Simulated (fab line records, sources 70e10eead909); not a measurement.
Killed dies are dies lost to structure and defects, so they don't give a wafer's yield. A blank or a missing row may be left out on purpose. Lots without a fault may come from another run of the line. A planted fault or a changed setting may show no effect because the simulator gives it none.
fab line records | flow nand_harc
record lots=6 wafers=18 last_day=34
route steps=1302 shown A_STAIRCASE@672
lots that met no fault: from a run of the same line without faults
start_h: hours from the record's first day to the start of the lot's first wafer shown | wait_h: hours since the lot's step before | " the same as in the row above | L1.1+2: a row that stands for several wafers | - no value, or no start given | * or withheld: withheld | < > ~ a bound
route shown NAME@n: a module of which the file shows steps, and the number in the route of the first | usual: mean/standard deviation of fault-free wafers | same: alike in all rows | chamber/n: place in a boat | sites: the reading at each site | _std_site: their standard deviation | _edge_site: outer sites' mean less inner sites' | radius_mm: how far each site lies from the wafer's centre | mask NAME#n: copy n | behind: the tool/chamber that last shaped the wafer | hold: why the lot was held/for how many hours/how that ended | device: the transistor (n, p or np) that didn't switch | end of line: the same wafers' tests at the end of the route | a step without rows: its recipe alone | killed: dies lost to structure and defects at the first sort, not the wafer's yield | map: a wafer's dies, x killed, . not, _ none there
set.NAME: the setting as run; set.NAME@STEP: as run at that earlier step | model.NAME: the simulator's own value behind a step, which no gauge read
lots at some steps of the route; a table a step, a row a wafer
services: from which hour (start_h, from the record's first day; less than 0 if before it) a tool's chamber was out of use, for how many hours, and why
## steps
# step NHARC_A_STAIRCASE_TRIM_16
# recipe time_s=211.2 o2_flow_sccm=500 ar_flow_sccm=0 bias_w=0 chemistry=O2
# usual drypump_motor_current_A=5.8/0.5 o2_flow_sccm=500.1/1.5 oes_product_au=1.002/0.01 rf_vpp_V=57.8/0.83 showerhead_plenum_p_Torr=3.56/0.12 throttle_valve_pct=17.038/0.0092
# same bias_w=0 time_s=211.2
# columns lot.wafer tool chamber start_h wait_h drypump_motor_current_A o2_flow_sccm oes_product_au rf_hours_counter_h rf_vpp_V showerhead_plenum_p_Torr throttle_valve_pct
L517.3 rie_diel-04 2 - - 5.6 501.9 1.006 18 57.0 3.59 17.054
L517.2 " 3 " " 6.4 500.8 0.992 14 56.6 3.45 17.011
L517.6 " 2 " " 5.7 499.0 1.014 - 57.9 3.59 17.047
L522.4 rie_diel-09 1 - - 6.6 500.1 0.995 58 57.3 3.58 17.023
L522.2 " 3 " " 5.7 498.3 1.015 57 58.2 3.66 17.022
L522.6 " 1 " " 6.6 501.3 0.998 - 57.1 3.58 17.036
L524.3 rie_diel-04 1 - - 5.3 500.5 1.005 47 58.5 3.71 17.041
L524.2 " 2 " " 5.7 501.3 1.006 47 57.7 3.57 17.046
L524.6 " 0 " " 5.3 498.8 1.011 - 58.6 3.56 17.035
L531.4 rie_diel-01 0 - - 5.3 498.5 1.002 2 58.7 3.74 17.036
L531.6 " 2 " " 6.6 500.7 0.992 - 58.4 3.59 17.040
L531.5 " 3 " " 6.0 500.8 1.019 - 57.5 3.33 17.040
L530.3 rie_diel-09 0 - - 6.2 503.4 1.000 25 57.8 3.30 17.048
L530.4 " 2 " " 5.8 501.1 1.012 28 58.0 3.51 17.035
L530.6 " 0 " " 6.2 501.6 0.996 - 58.1 3.30 17.030
L532.2 rie_diel-09 0 - - 6.2 500.0 1.002 30 56.7 3.29 17.035
L532.1 " 1 " " 6.6 498.5 1.006 30 58.3 3.56 17.053
L532.4 " 2 " " 5.8 497.5 1.007 33 56.2 3.50 17.013
# step NHARC_A_STAIRCASE_ETCH_17
# recipe target_depth_a=1000 time_s=40.5 ion_energy_ev=400 c4f8_flow_sccm=20 o2_flow_sccm=10 ar_flow_sccm=withheld rf_w=600 bias_w=1000 chemistry=C4F8/O2
# usual bias_w=1000.4/2.8 oes_product_au=0.945/0.012 rf_vpp_V=897/4.2 run_length_s=61.7/0.52
# same time_s=40.5
# columns lot.wafer tool chamber start_h wait_h bias_w oes_product_au rf_hours_counter_h rf_vpp_V run_length_s
L517.2 rie_diel-04 0 - - 1004.8 0.936 19 897 60.8
L517.3 " 1 " " 1002.1 0.941 17 903 61.3
L517.6 " 0 " " 1006.8 0.938 - 898 61.4
L522.2 rie_diel-09 3 - - 1000.9 0.959 57 902 61.7
L522.4 " 0 " " 997.2 0.948 55 888 62.2
L522.6 " 1 " " 998.2 0.943 - 899 61.5
L524.2 rie_diel-04 2 - - 1005.5 0.942 47 898 62.3
L524.3 " 1 " " 1002.4 0.942 47 903 61.0
L524.6 " 3 " " 1000.8 0.925 - 893 61.8
L531.4 rie_diel-01 3 - - 1000.1 0.957 2 889 62.2
L531.5 " 1 " " 999.2 0.942 - 898 61.7
L531.6 " 2 " " 998.1 0.950 - 898 61.7
L530.3 rie_diel-09 2 - - 1004.7 0.961 28 896 62.6
L530.4 " 3 " " 998.9 0.948 28 898 61.3
L530.6 " 2 " " 1000.0 0.958 - 896 62.6
L532.1 rie_diel-09 1 - - 998.6 0.965 30 897 61.5
L532.4 " 3 " " 1000.5 0.949 33 901 61.1
L532.2 " 0 " " 1002.1 0.957 30 888 62.3
# step NHARC_A_STAIRCASE_TRIM_18
# recipe time_s=211.2 o2_flow_sccm=500 ar_flow_sccm=0 bias_w=0 chemistry=O2
# step NHARC_A_STAIRCASE_ETCH_19
# recipe target_depth_a=1000 time_s=40.5 ion_energy_ev=400 c4f8_flow_sccm=20 o2_flow_sccm=10 ar_flow_sccm=withheld rf_w=600 bias_w=1000 chemistry=C4F8/O2
# step NHARC_A_STAIRCASE_TRIM_20
# recipe time_s=211.2 o2_flow_sccm=500 ar_flow_sccm=0 bias_w=0 chemistry=O2
# step NHARC_A_STAIRCASE_ETCH_21
# recipe target_depth_a=1000 time_s=40.5 ion_energy_ev=400 c4f8_flow_sccm=20 o2_flow_sccm=10 ar_flow_sccm=withheld rf_w=600 bias_w=1000 chemistry=C4F8/O2
# step NHARC_A_STAIRCASE_TRIM_22
# recipe time_s=211.2 o2_flow_sccm=500 ar_flow_sccm=0 bias_w=0 chemistry=O2
# step NHARC_A_STAIRCASE_ETCH_23
# recipe target_depth_a=1000 time_s=40.5 ion_energy_ev=400 c4f8_flow_sccm=20 o2_flow_sccm=10 ar_flow_sccm=withheld rf_w=600 bias_w=1000 chemistry=C4F8/O2
# usual bias_w=1000/3 oes_product_au=0.953/0.013 rf_vpp_V=897/5.2 run_length_s=61.9/0.42
# same time_s=40.5
# columns lot.wafer tool chamber start_h wait_h bias_w oes_product_au rf_hours_counter_h rf_vpp_V run_length_s
L517.3 rie_diel-04 3 - - 996 0.922 14 893 61.7
L517.2 " 1 " " 1005 0.943 18 904 61.1
L517.6 " 2 " " 997 0.936 - 899 62.3
L522.4 rie_diel-01 2 - - 997 0.952 32 899 61.6
L522.2 " 3 " " 1002 0.951 32 889 62.0
L522.6 " 3 " " 999 0.955 - 890 61.7
L524.3 rie_diel-01 1 - - 1008 0.949 39 898 62.1
L524.2 " 2 " " 997 0.956 39 899 61.9
L524.6 " 0 " " 999 0.964 - 903 62.0
L531.4 rie_diel-09 3 - - 997 0.952 22 899 61.4
L531.6 " 2 " " 999 0.973 - 896 62.8
L531.5 " 3 " " 999 0.960 - 900 61.4
L530.3 rie_diel-01 1 - - 1002 0.946 8 897 61.7
L530.4 " 3 " " 997 0.938 6 888 61.9
L530.6 " 1 " " 1000 0.937 - 897 61.7
L532.2 rie_diel-09 1 - - 1000 0.943 30 898 61.8
L532.4 " 2 " " 997 0.958 34 896 62.3
L532.1 " 3 " " 1001 0.948 34 899 61.2
# step NHARC_A_STAIRCASE_TRIM_24
# recipe time_s=211.2 o2_flow_sccm=500 ar_flow_sccm=0 bias_w=0 chemistry=O2
# usual drypump_motor_current_A=5.9/0.49 o2_flow_sccm=499.9/1.6 oes_product_au=1.003/0.011 rf_vpp_V=57.9/0.91 showerhead_plenum_p_Torr=3.55/0.14 throttle_valve_pct=17.037/0.0085
# same bias_w=0 time_s=211.2
# columns lot.wafer tool chamber start_h wait_h drypump_motor_current_A o2_flow_sccm oes_product_au rf_hours_counter_h rf_vpp_V showerhead_plenum_p_Torr throttle_valve_pct
L517.2 rie_diel-04 2 - - 5.7 503.1 1.002 19 58.4 3.59 17.030
L517.3 " 3 " " 6.4 502.9 0.980 15 57.1 3.44 17.028
L517.6 " 3 " " 6.5 502.5 0.976 - 59.1 3.44 17.051
L522.4 rie_diel-01 0 - - 5.3 502.0 1.007 40 57.0 3.75 17.049
L522.2 " 1 " " 5.2 496.8 0.998 35 56.9 3.59 17.031
L522.6 " 3 " " 6.0 497.7 0.998 - 56.9 3.34 17.032
L524.3 rie_diel-01 2 - - 6.6 500.5 0.993 39 57.4 3.60 17.050
L524.2 " 3 " " 6.0 500.2 1.001 39 56.2 3.34 17.034
L524.6 " 0 " " 5.2 500.1 1.008 - 57.9 3.75 17.034
L531.4 rie_diel-09 3 - - 5.7 502.9 0.992 22 55.7 3.64 17.033
L531.6 " 2 " " 5.8 498.7 1.006 - 57.2 3.51 17.024
L531.5 " 3 " " 5.7 499.0 1.001 - 57.2 3.64 17.028
L530.3 rie_diel-01 0 - - 5.3 500.4 1.008 6 60.0 3.74 17.038
L530.4 " 1 " " 5.2 500.1 0.991 8 56.3 3.58 17.024
L530.6 " 3 " " 6.0 500.5 1.007 - 56.7 3.33 17.025
L532.2 rie_diel-09 1 - - 6.6 499.7 0.995 30 58.8 3.56 17.030
L532.4 " 2 " " 5.8 498.6 1.020 34 58.6 3.50 17.039
L532.1 " 3 " " 5.7 502.4 1.005 34 59.1 3.64 17.034
# step NHARC_A_STAIRCASE_ETCH_25
# recipe target_depth_a=1000 time_s=40.5 ion_energy_ev=400 c4f8_flow_sccm=20 o2_flow_sccm=10 ar_flow_sccm=withheld rf_w=600 bias_w=1000 chemistry=C4F8/O2
# usual bias_w=999.9/2.9 oes_product_au=0.951/0.011 rf_vpp_V=897/5.3 run_length_s=61.9/0.43
# same time_s=40.5
# columns lot.wafer tool chamber start_h wait_h bias_w oes_product_au rf_hours_counter_h rf_vpp_V run_length_s
L517.3 rie_diel-04 1 - - 995.0 0.947 18 904 61.1
L517.2 " 0 " " 1008.6 0.931 20 899 61.0
L517.6 " 1 " " 999.6 0.943 - 902 61.1
L522.4 rie_diel-01 1 - - 1005.7 0.956 35 899 61.7
L522.2 " 2 " " 1002.0 0.965 32 899 61.6
L522.6 " 2 " " 1000.3 0.958 - 900 61.8
L524.2 rie_diel-01 3 - - 1001.8 0.958 39 887 62.0
L524.3 " 0 " " 998.1 0.960 44 902 62.1
L524.6 " 2 " " 994.8 0.961 - 898 61.3
L531.4 rie_diel-09 1 - - 999.3 0.961 22 897 61.9
L531.6 " 2 " " 999.5 0.960 - 896 62.3
L531.5 " 3 " " 1004.9 0.951 - 902 61.2
L530.4 rie_diel-01 2 - - 995.2 0.935 8 899 61.7
L530.3 " 1 " " 1005.8 0.949 8 898 62.4
L530.6 " 3 " " 998.9 0.946 - 888 61.8
L532.2 rie_diel-09 3 - - 998.1 0.953 34 899 61.4
L532.4 " 0 " " 1001.0 0.952 30 887 62.3
L532.1 " 2 " " 999.8 0.962 34 896 62.4
# step NHARC_A_STAIRCASE_TRIM_26
# recipe time_s=211.2 o2_flow_sccm=500 ar_flow_sccm=0 bias_w=0 chemistry=O2
# step NHARC_A_STAIRCASE_ETCH_27
# recipe target_depth_a=1000 time_s=40.5 ion_energy_ev=400 c4f8_flow_sccm=20 o2_flow_sccm=10 ar_flow_sccm=withheld rf_w=600 bias_w=1000 chemistry=C4F8/O2
# usual bias_w=1000/3.1 oes_product_au=0.948/0.011 rf_vpp_V=897/4.8 run_length_s=61.9/0.43
# columns lot.wafer tool chamber start_h wait_h bias_w oes_product_au rf_hours_counter_h rf_vpp_V run_length_s
L517.3 rie_diel-04 1 426.13 - 998 0.943 18 904 61.0
L517.2 " 2 " " 997 0.949 19 897 62.4
L517.6 " 1 " " 1001 0.951 - 905 61.3
L522.2 rie_diel-01 1 495.81 - 996 0.936 35 899 61.7
L522.4 " 0 " " 996 0.946 40 903 62.2
L522.6 " 1 " " 996 0.934 - 899 73.5
L524.2 rie_diel-01 3 508.70 - 996 0.961 40 889 62.1
L524.3 " 0 " " 1000 0.968 44 906 62.0
L524.6 " 2 " " 995 0.955 - 897 73.4
L531.4 rie_diel-09 3 577.02 - 1004 0.941 22 902 61.7
L531.5 " 2 " " 1004 0.973 - 897 62.6
L531.6 " 3 " " 1000 0.948 - 900 61.3
L530.3 rie_diel-01 1 585.98 - 1002 0.931 8 898 62.4
L530.4 " 0 " " 1003 0.937 6 902 62.3
L530.6 " 1 " " 993 0.939 - 896 61.6
L532.4 rie_diel-09 1 605.66 - 998 0.946 31 898 62.0
L532.2 " 2 " " 1010 0.955 34 895 62.4
L532.1 " 0 " " 1002 0.946 31 887 62.0
## services
# columns tool chamber start_h hours kind
rie_diel-09 0 404.43 - clean
rie_diel-09 1 404.43 - clean
rie_diel-09 2 404.43 - clean
rie_diel-09 3 404.43 - clean
rie_diel-01 3 409.01 15.4 repair
rie_diel-01 2 411.48 2.7 repair
rie_diel-01 0 414.48 - clean
rie_diel-01 1 414.48 - clean
rie_diel-01 2 414.48 - clean
rie_diel-09 0 428.94 - clean
rie_diel-09 1 428.94 - clean
rie_diel-09 2 428.94 - clean
rie_diel-09 3 428.94 - clean
rie_diel-01 0 441.54 - clean
rie_diel-01 1 441.54 - clean
rie_diel-01 2 441.54 - clean
rie_diel-01 3 441.54 - clean
rie_diel-04 - 457.47 0.5 repair
rie_diel-09 - 498.49 9.0 pm
rie_diel-04 - 533.12 9.0 pm
rie_diel-01 3 541.46 4.9 repair
rie_diel-01 - 557.98 9.0 pm
rie_diel-04 1 560.84 20.0 repair
rie_diel-04 2 587.25 2.7 repair
## key
first_sign step=NHARC_A_STAIRCASE_ETCH_27 reading=run_length_s direction=up sigmas=27 usual=* struck=*
effect none on later readings
met_at NHARC_A_STAIRCASE_ETCH_27
struck_wafers L522.6,L524.6
later_rows_left_out L522.6,L524.6
sort_left_out L522.6,L524.6
tester_left_out L522,L524
fault kind=process_parameter_drift tool=rie_diel-01 chamber=- onset_h=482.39 steps=NHARC_A_STAIRCASE_ETCH_27 channel=time_s offset=* shape=step end_h=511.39 scope=struck_wafers_only acts_in=* stated=*
# tester_left_out: of these lots the tester's yield and bins aren't shown, on N5 and GAA mostly nor the transistor test; their killed dies are dies lost to structure and defects alone, not to doping, threshold or leakage, so they don't give the yield
# sort_left_out: the simulated sort isn't trusted on such a fault, so these wafers' sort isn't shown, and their yield isn't known
# later_rows_left_out: the simulator's readings of these wafers behind a module that went badly wrong aren't trusted and aren't shown, but for the sort
